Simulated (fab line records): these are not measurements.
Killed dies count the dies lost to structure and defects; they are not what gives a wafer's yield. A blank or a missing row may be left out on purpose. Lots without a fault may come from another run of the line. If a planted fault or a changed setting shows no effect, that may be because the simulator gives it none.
fab line records + flow n5_finfet
record:
- lots: 11
- wafers: 32
- last_day: 17
route steps=1938 shown BEOL_M7@1283
lots that met no fault: taken from a fault-free run of the same line
start_h: hours from the record's opening day to when the first of the lot's shown wafers began + wait_h: hours since the lot's step before + " identical to the entry in the row above + L1.1+2: a single row standing in for several wafers + - value missing, or start not given + * or withheld: withheld + < > ~ a bound
route shown NAME@n: names a module that has steps shown in the file, with the first one's number in the route + usual: mean/standard deviation taken from wafers without a fault + same: alike in all rows + chamber/n: place in a boat + sites: per-site readings + _std_site: the values' standard deviation + _edge_site: mean of outer sites minus mean of inner sites + radius_mm: how far each site lies from the wafer's centre + mask NAME#n: copy n + behind: the tool/chamber that last shaped the wafer + hold: what put the lot on hold/how long, in hours/how the hold closed + device: transistor that didn't switch, given as n, p or np + end of line: at the end of the route, the tests of the same wafers + a step with no rows: only its recipe + killed: at the first sort, the dies lost to defects and structure; wafer yield is something else + map: dies across one wafer; x = killed, . = not, _ = none there
set.NAME: the setting that was run; set.NAME@STEP: the one run at that earlier step + model.NAME: the simulator's own value behind a step, which no gauge read
a sample of lots followed through the steps of the route, with each step as a table and each wafer as a row
services: from which hour (start_h, from the record's first day; less than 0 if before it) a tool's chamber was out of use, for how many hours, and why
== steps ==
step: N5_BEOL_M7_STRIP_67
recipe:
- chemistry: CF4
- resist: SiARC
- power_w: 300
- bias_power_w: 75
- pressure_mtorr: 50
- cf4_flow_sccm: 150
- rf_frequency_hz: 6e+07
usual:
- drypump_motor_current_A: 5.8/0.5
- oes_product_au: 0.77/0.076
- rf_vpp_V: 271.9/1.4
- showerhead_plenum_p_Torr: 1.83/0.045
- throttle_valve_pct: 13.57/0.2
| lot.wafer | tool        | chamber | start_h | wait_h | drypump_motor_current_A | oes_product_au | rf_hours_counter_h | rf_vpp_V | showerhead_plenum_p_Torr | throttle_valve_pct |
|-----------|-------------|---------|---------|--------|-------------------------|----------------|--------------------|----------|--------------------------|--------------------|
| L460.3    | rie_diel-02 | 3       | 217.76  | 0.0    | 5.6                     | 0.95           | 14                 | 272.5    | 1.90                     | 13.18              |
| L460.4    | "           | 0       | "       | "      | 5.1                     | 0.69           | 238                | 272.0    | 1.84                     | 13.72              |
| L460.5    | "           | 3       | "       | "      | 5.6                     | 0.93           | -                  | 274.4    | 1.90                     | 13.18              |
| L459.1    | rie_diel-02 | 2       | 218.28  | 0.0    | 6.4                     | 0.72           | 217                | 269.4    | 1.76                     | 13.74              |
| L459.2    | "           | 1       | "       | "      | 5.8                     | 0.74           | 167                | 268.9    | 1.78                     | 13.35              |
| L459.3    | "           | 0       | "       | "      | 5.1                     | 0.69           | 238                | 273.1    | 1.83                     | 13.72              |
| L461.2    | rie_diel-03 | 0       | 223.63  | 0.0    | 6.8                     | 0.76           | 132                | 270.9    | 1.81                     | 13.62              |
| L461.3    | "           | 3       | "       | "      | 5.9                     | 0.71           | 190                | 272.9    | 1.85                     | 13.79              |
| L461.6    | "           | 3       | "       | "      | 5.9                     | 0.71           | -                  | 271.3    | 1.85                     | 13.77              |
| L463.1    | rie_diel-03 | 1       | 224.92  | 0.0    | 6.1                     | 0.74           | 181                | 272.9    | 1.87                     | 13.80              |
| L463.4    | "           | 2       | "       | "      | 4.9                     | 0.87           | 25                 | 271.1    | 1.77                     | 13.35              |
| L463.5    | "           | 3       | "       | "      | 5.9                     | 0.71           | -                  | 273.1    | 1.85                     | 13.78              |
| L464.1    | rie_diel-02 | 2       | 229.37  | 0.0    | 6.5                     | 0.72           | 221                | 268.9    | 1.76                     | 13.75              |
| L464.5    | "           | 1       | "       | "      | 5.7                     | 0.74           | -                  | 270.9    | 1.78                     | 13.35              |
| L464.6    | "           | 2       | "       | "      | 6.5                     | 0.71           | -                  | 271.2    | 1.76                     | 13.74              |
| L467.1    | rie_diel-02 | 3       | 264.92  | 0.0    | 5.6                     | 0.91           | 32                 | 271.7    | 1.90                     | 13.25              |
| L467.2    | "           | 1       | "       | "      | 5.7                     | 0.74           | 184                | 270.9    | 1.77                     | 13.39              |
| L467.4    | "           | 3       | "       | "      | 5.5                     | 0.91           | -                  | 275.0    | 1.90                     | 13.22              |
| L468.2    | rie_diel-01 | 0       | 267.75  | 0.0    | 5.8                     | 0.86           | 48                 | 270.7    | 1.83                     | 13.61              |
| L468.4    | "           | 2       | "       | "      | 5.7                     | 0.71           | 223                | 273.6    | 1.83                     | 13.41              |
| L468.5    | "           | 1       | "       | "      | 5.9                     | 0.83           | -                  | 272.7    | 1.90                     | 13.49              |
| L470.2    | rie_diel-01 | 3       | 271.38  | 0.0    | 6.3                     | 0.72           | 216                | 270.8    | 1.80                     | 13.80              |
| L470.6    | "           | 3       | "       | "      | 6.3                     | 0.71           | -                  | 270.5    | 1.80                     | 13.80              |
| L472.3    | rie_diel-01 | 3       | 287.66  | 0.0    | 6.3                     | 0.71           | 221                | 271.4    | 1.79                     | 13.81              |
| L472.4    | "           | 0       | "       | "      | 5.8                     | 0.85           | 54                 | 271.1    | 1.83                     | 13.62              |
| L472.5    | "           | 2       | "       | "      | 5.7                     | 0.69           | -                  | 272.0    | 1.83                     | 13.40              |
| L477.3    | rie_diel-03 | 2       | 315.69  | 0.0    | 4.9                     | 0.83           | 55                 | 272.3    | 1.76                     | 13.41              |
| L477.5    | "           | 1       | "       | "      | 6.0                     | 0.70           | -                  | 272.5    | 1.86                     | 13.85              |
| L477.6    | "           | 2       | "       | "      | 4.9                     | 0.83           | -                  | 270.4    | 1.76                     | 13.42              |
| L478.1    | rie_diel-03 | 3       | 322.61  | 0.0    | 6.0                     | 0.68           | 219                | 271.7    | 1.84                     | 13.85              |
| L478.2    | "           | 2       | "       | "      | 4.9                     | 0.83           | 57                 | 270.1    | 1.76                     | 13.43              |
| L478.5    | "           | 3       | "       | "      | 6.0                     | 0.69           | -                  | 272.0    | 1.84                     | 13.84              |
step: N5_BEOL_M7_CD_MEAS_28
recipe:
- target_cd_nm: 40
- landing_energy_ev: 500
- detector: se_inlens
usual:
- cd_nm: 39.99/0.24
| lot.wafer | tool      | chamber | start_h | wait_h | cd_nm |
|-----------|-----------|---------|---------|--------|-------|
| L460.3    | cd_sem-02 | 0       | 218.42  | -      | 40.01 |
| L460.4    | "         | 0       | "       | "      | 39.19 |
| L460.5    | "         | 0       | "       | "      | 40.01 |
| L459.1    | cd_sem-02 | 0       | 218.94  | -      | 40.21 |
| L459.2    | "         | 0       | "       | "      | 39.98 |
| L459.3    | "         | 0       | "       | "      | 39.83 |
| L461.2    | cd_sem-02 | 0       | 224.17  | -      | 39.76 |
| L461.3    | "         | 0       | "       | "      | 40.39 |
| L461.6    | "         | 0       | "       | "      | 40.05 |
| L463.1    | cd_sem-01 | 0       | 225.45  | -      | 39.84 |
| L463.4    | "         | 0       | "       | "      | 40.19 |
| L463.5    | "         | 0       | "       | "      | 39.93 |
| L464.1    | cd_sem-02 | 0       | 230.07  | -      | 40.12 |
| L464.5    | "         | 0       | "       | "      | 40.02 |
| L464.6    | "         | 0       | "       | "      | 40.03 |
| L467.1    | cd_sem-01 | 0       | 266.07  | -      | 39.95 |
| L467.2    | "         | 0       | "       | "      | 40.30 |
| L467.4    | "         | 0       | "       | "      | 39.81 |
| L468.2    | cd_sem-01 | 0       | 268.45  | -      | 39.74 |
| L468.4    | "         | 0       | "       | "      | 39.98 |
| L468.5    | "         | 0       | "       | "      | 39.80 |
| L470.2    | cd_sem-02 | 0       | 274.51  | -      | 40.49 |
| L470.6    | "         | 0       | "       | "      | 40.07 |
| L472.3    | cd_sem-02 | 0       | 289.22  | -      | 39.94 |
| L472.4    | "         | 0       | "       | "      | 40.24 |
| L472.5    | "         | 0       | "       | "      | 40.00 |
| L477.3    | cd_sem-03 | 0       | 320.43  | -      | 39.67 |
| L477.5    | "         | 0       | "       | "      | 40.30 |
| L477.6    | "         | 0       | "       | "      | 40.13 |
| L478.1    | cd_sem-02 | 0       | 323.27  | -      | 39.90 |
| L478.2    | "         | 0       | "       | "      | 40.18 |
| L478.5    | "         | 0       | "       | "      | 39.91 |
step: N5_BEOL_M7_DESCUM_33
recipe:
- chemistry: O2
- time_s: 7
- source_power_w: 50
- bias_power_w: 20
- pressure_mtorr: 20
- rf_frequency_hz: 2.712e+07
- temp_c: 40
- resist: CAR-EUV
- o2_flow_sccm: 225
usual:
- drypump_motor_current_A: 5.9/0.53
- oes_product_au: 0.77/0.079
- rf_vpp_V: 243.8/1.2
- showerhead_plenum_p_Torr: 2.13/0.064
- temp_c: 40.00/0.12
- throttle_valve_pct: 20.39/0.2
| lot.wafer | tool        | chamber | start_h | wait_h | drypump_motor_current_A | oes_product_au | rf_hours_counter_h | rf_vpp_V | showerhead_plenum_p_Torr | temp_c | throttle_valve_pct |
|-----------|-------------|---------|---------|--------|-------------------------|----------------|--------------------|----------|--------------------------|--------|--------------------|
| L460.3    | rie_diel-01 | 1       | 218.54  | 0.0    | 5.9                     | 0.85           | 58                 | 246.1    | 2.24                     | 39.94  | 20.40              |
| L460.4    | "           | 3       | "       | "      | 6.3                     | 0.73           | -                  | 242.9    | 2.09                     | 39.90  | 20.49              |
| L460.5    | "           | 1       | "       | "      | 5.9                     | 0.86           | -                  | 244.1    | 2.24                     | 40.08  | 20.40              |
| L459.1    | rie_diel-03 | 1       | 219.26  | 0.2    | 6.0                     | 0.75           | 179                | 243.5    | 2.16                     | 39.72  | 20.41              |
| L459.2    | "           | 3       | "       | "      | 5.9                     | 0.71           | 189                | 244.3    | 2.17                     | 40.00  | 20.69              |
| L459.3    | "           | 2       | "       | "      | 4.9                     | 0.87           | 23                 | 242.6    | 2.03                     | 40.06  | 20.07              |
| L461.2    | rie_diel-02 | 1       | 224.40  | 0.1    | 5.7                     | 0.74           | 169                | 244.1    | 2.10                     | 39.99  | 20.30              |
| L461.3    | "           | 0       | "       | "      | 5.1                     | 0.69           | 240                | 243.5    | 2.16                     | 40.02  | 20.61              |
| L461.6    | "           | 3       | "       | "      | 5.6                     | 0.92           | -                  | 245.8    | 2.24                     | 39.84  | 20.14              |
| L463.1    | rie_diel-02 | 3       | 225.86  | 0.3    | 5.6                     | 0.93           | 16                 | 244.6    | 2.23                     | 39.81  | 20.14              |
| L463.4    | "           | 0       | "       | "      | 5.1                     | 0.69           | 241                | 243.5    | 2.16                     | 40.22  | 20.62              |
| L463.5    | "           | 0       | "       | "      | 5.0                     | 0.69           | -                  | 243.4    | 2.16                     | 40.16  | 20.62              |
| L464.1    | rie_diel-03 | 0       | 230.20  | 0.0    | 6.8                     | 0.75           | 135                | 244.2    | 2.10                     | 40.07  | 20.52              |
| L464.5    | "           | 3       | "       | "      | 5.9                     | 0.71           | -                  | 245.3    | 2.17                     | 39.76  | 20.70              |
| L464.6    | "           | 2       | "       | "      | 4.9                     | 0.88           | -                  | 241.2    | 2.03                     | 40.01  | 20.06              |
| L467.1    | rie_diel-02 | 3       | 266.19  | 0.0    | 5.6                     | 0.90           | 32                 | 244.4    | 2.23                     | 39.91  | 20.17              |
| L467.2    | "           | 2       | "       | "      | 6.5                     | 0.70           | 225                | 243.0    | 2.06                     | 39.75  | 20.59              |
| L467.4    | "           | 1       | "       | "      | 5.8                     | 0.73           | -                  | 242.9    | 2.10                     | 40.00  | 20.31              |
| L468.2    | rie_diel-03 | 2       | 268.57  | 0.0    | 4.9                     | 0.85           | 39                 | 241.3    | 2.03                     | 40.04  | 20.11              |
| L468.4    | "           | 1       | "       | "      | 6.1                     | 0.72           | 196                | 245.0    | 2.15                     | 40.16  | 20.42              |
| L468.5    | "           | 2       | "       | "      | 4.9                     | 0.85           | -                  | 243.0    | 2.03                     | 39.85  | 20.10              |
| L470.2    | rie_diel-03 | 2       | 274.64  | 0.0    | 4.9                     | 0.84           | 41                 | 242.6    | 2.03                     | 39.92  | 20.10              |
| L470.6    | "           | 2       | "       | "      | 4.9                     | 0.84           | -                  | 242.9    | 2.03                     | 39.98  | 20.09              |
| L472.3    | rie_diel-03 | 1       | 289.34  | 0.0    | 6.1                     | 0.71           | 203                | 244.6    | 2.15                     | 40.04  | 20.46              |
| L472.4    | "           | 0       | "       | "      | 6.7                     | 0.73           | -                  | 242.9    | 2.10                     | 39.94  | 20.56              |
| L472.5    | "           | 2       | "       | "      | 4.9                     | 0.83           | -                  | 243.0    | 2.03                     | 40.02  | 20.11              |
| L477.3    | rie_diel-01 | 0       | 320.57  | 0.0    | 5.8                     | 0.84           | 64                 | 244.4    | 2.10                     | 39.90  | 20.29              |
| L477.5    | "           | 1       | "       | "      | 5.9                     | 0.82           | -                  | 245.4    | 2.23                     | 40.10  | 20.45              |
| L477.6    | "           | 0       | "       | "      | 5.8                     | 0.85           | -                  | 241.9    | 2.09                     | 39.83  | 20.30              |
| L478.1    | rie_diel-02 | 2       | 323.52  | 0.2    | 6.4                     | 0.70           | 247                | 242.1    | 2.05                     | 40.14  | 20.63              |
| L478.2    | "           | 0       | "       | "      | 5.1                     | 0.95           | 9                  | 244.6    | 2.15                     | 40.04  | 20.18              |
| L478.5    | "           | 2       | "       | "      | 6.5                     | 0.69           | -                  | 241.1    | 2.05                     | 40.10  | 20.62              |
step: N5_BEOL_M7_ETCH_65
recipe:
- chemistry: CF4
- target: SiARC
- target_depth_a: 156
- mask_material: CAR-EUV
- time_s: 26
- ion_energy_ev: 80
- pressure_mtorr: 40
- source_w: 545
- bias_w: 36
- Ar_flow_sccm: 100
- cf4_flow_sccm: 100
- ends: cleared
usual:
- drypump_motor_current_A: 5.9/0.53
- etch_rf_on_time_s: 26.1/0.54
- oes_product_au: 0.66/0.07
- rf_vpp_V: 184.5/1.1
- showerhead_plenum_p_Torr: 2.18/0.056
- throttle_valve_pct: 15.60/0.19
| lot.wafer | tool        | chamber | start_h | wait_h | drypump_motor_current_A | etch_rf_on_time_s | oes_product_au | rf_hours_counter_h | rf_vpp_V | showerhead_plenum_p_Torr | throttle_valve_pct |
|-----------|-------------|---------|---------|--------|-------------------------|-------------------|----------------|--------------------|----------|--------------------------|--------------------|
| L460.3    | rie_diel-01 | 1       | 218.59  | 0.0    | 5.9                     | 25.7              | 0.73           | 58                 | 186.8    | 2.27                     | 15.50              |
| L460.4    | "           | 3       | "       | "      | 6.3                     | 26.0              | 0.62           | -                  | 183.1    | 2.13                     | 15.73              |
| L460.5    | "           | 1       | "       | "      | 5.9                     | 25.6              | 0.73           | -                  | 185.8    | 2.27                     | 15.47              |
| L459.1    | rie_diel-03 | 1       | 219.31  | 0.0    | 6.0                     | 26.1              | 0.63           | 179                | 184.6    | 2.24                     | 15.82              |
| L459.2    | "           | 3       | "       | "      | 6.0                     | 26.0              | 0.61           | 189                | 186.0    | 2.20                     | 15.76              |
| L459.3    | "           | 2       | "       | "      | 4.9                     | 26.1              | 0.74           | 23                 | 183.1    | 2.11                     | 15.43              |
| L461.2    | rie_diel-02 | 1       | 224.45  | 0.0    | 5.7                     | 25.7              | 0.63           | 169                | 184.5    | 2.12                     | 15.35              |
| L461.3    | "           | 0       | "       | "      | 5.1                     | 25.5              | 0.60           | 240                | 185.4    | 2.19                     | 15.72              |
| L461.6    | "           | 3       | "       | "      | 5.6                     | 25.2              | 0.81           | -                  | 185.7    | 2.28                     | 15.26              |
| L463.1    | rie_diel-02 | 3       | 225.91  | 0.0    | 5.6                     | 25.9              | 0.80           | 16                 | 186.7    | 2.28                     | 15.23              |
| L463.4    | "           | 0       | "       | "      | 5.1                     | 26.0              | 0.59           | 241                | 185.6    | 2.19                     | 15.73              |
| L463.5    | "           | 0       | "       | "      | 5.1                     | 25.7              | 0.59           | -                  | 185.4    | 2.19                     | 15.73              |
| L464.1    | rie_diel-03 | 0       | 230.25  | 0.0    | 6.7                     | 26.4              | 0.63           | 135                | 182.1    | 2.16                     | 15.67              |
| L464.5    | "           | 3       | "       | "      | 5.9                     | 25.9              | 0.61           | -                  | 185.5    | 2.20                     | 15.79              |
| L464.6    | "           | 2       | "       | "      | 4.8                     | 26.2              | 0.73           | -                  | 182.5    | 2.11                     | 15.43              |
| L467.1    | rie_diel-02 | 3       | 266.24  | 0.0    | 5.6                     | 25.7              | 0.77           | 32                 | 187.4    | 2.27                     | 15.28              |
| L467.2    | "           | 2       | "       | "      | 6.4                     | 26.6              | 0.59           | 225                | 183.0    | 2.11                     | 15.78              |
| L467.4    | "           | 1       | "       | "      | 5.7                     | 25.8              | 0.62           | -                  | 182.5    | 2.12                     | 15.36              |
| L468.2    | rie_diel-03 | 2       | 268.62  | 0.0    | 4.9                     | 26.1              | 0.72           | 40                 | 183.1    | 2.11                     | 15.45              |
| L468.4    | "           | 1       | "       | "      | 6.1                     | 26.3              | 0.61           | 196                | 185.5    | 2.23                     | 15.87              |
| L468.5    | "           | 2       | "       | "      | 4.9                     | 26.3              | 0.72           | -                  | 185.3    | 2.11                     | 15.44              |
| L470.2    | rie_diel-03 | 2       | 274.69  | 0.0    | 4.9                     | 26.7              | 0.71           | 41                 | 184.2    | 2.11                     | 15.48              |
| L470.6    | "           | 2       | "       | "      | 4.9                     | 19.4              | 0.86           | -                  | 182.0    | 2.11                     | 15.45              |
| L472.3    | rie_diel-03 | 1       | 289.39  | 0.0    | 6.1                     | 19.2              | 0.73           | 203                | 184.4    | 2.23                     | 15.87              |
| L472.4    | "           | 0       | "       | "      | 6.8                     | 26.6              | 0.62           | -                  | 183.7    | 2.16                     | 15.71              |
| L472.5    | "           | 2       | "       | "      | 4.9                     | 26.3              | 0.71           | -                  | 183.0    | 2.10                     | 15.47              |
| L477.3    | rie_diel-01 | 0       | 320.62  | 0.0    | 5.8                     | 24.9              | 0.73           | 64                 | 184.8    | 2.18                     | 15.67              |
| L477.5    | "           | 1       | "       | "      | 5.9                     | 25.7              | 0.69           | -                  | 184.4    | 2.26                     | 15.56              |
| L477.6    | "           | 0       | "       | "      | 5.8                     | 24.8              | 0.74           | -                  | 185.4    | 2.18                     | 15.67              |
| L478.1    | rie_diel-02 | 2       | 323.57  | 0.0    | 6.4                     | 27.0              | 0.59           | 247                | 183.5    | 2.10                     | 15.82              |
| L478.2    | "           | 0       | "       | "      | 5.1                     | 26.5              | 0.79           | 9                  | 185.6    | 2.19                     | 15.24              |
| L478.5    | "           | 2       | "       | "      | 6.5                     | 27.0              | 0.58           | -                  | 183.2    | 2.10                     | 15.82              |
== services ==
| tool        | chamber | start_h | hours | kind   |
|-------------|---------|---------|-------|--------|
| rie_diel-03 | -       | 236.51  | 0.3   | repair |
| rie_diel-02 | 2       | 244.08  | 21.0  | repair |
| rie_diel-03 | 0       | 253.64  | 2.0   | repair |
| rie_diel-02 | 0       | 254.95  | 14.4  | repair |
| rie_diel-02 | 3       | 282.57  | 1.5   | repair |
| rie_diel-03 | 3       | 285.32  | 6.0   | repair |
| rie_diel-01 | -       | 290.73  | 2.8   | pm     |
| rie_diel-01 | 2       | 293.58  | 40.7  | repair |
== key ==
first_sign:
- step: N5_BEOL_M7_ETCH_65
- reading: etch_rf_on_time_s
- direction: down
- sigmas: 13
- usual: *
- struck: *
effect none on later readings
met_at N5_BEOL_M7_ETCH_65
struck_lots L470,L472
struck_wafers L470.6,L472.3
not_acting_at N5_BEOL_M7_STRIP_67,N5_BEOL_M7_CD_MEAS_28,N5_BEOL_M7_DESCUM_33
onset_between 268.62 274.69
fault:
- kind: process_parameter_drift
- tool: rie_diel-03
- chamber: -
- onset_h: 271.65
- steps: N5_BEOL_M7_ETCH_65
- channel: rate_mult
- offset: 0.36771
- shape: step
- end_h: 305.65
- scope: struck_wafers_only
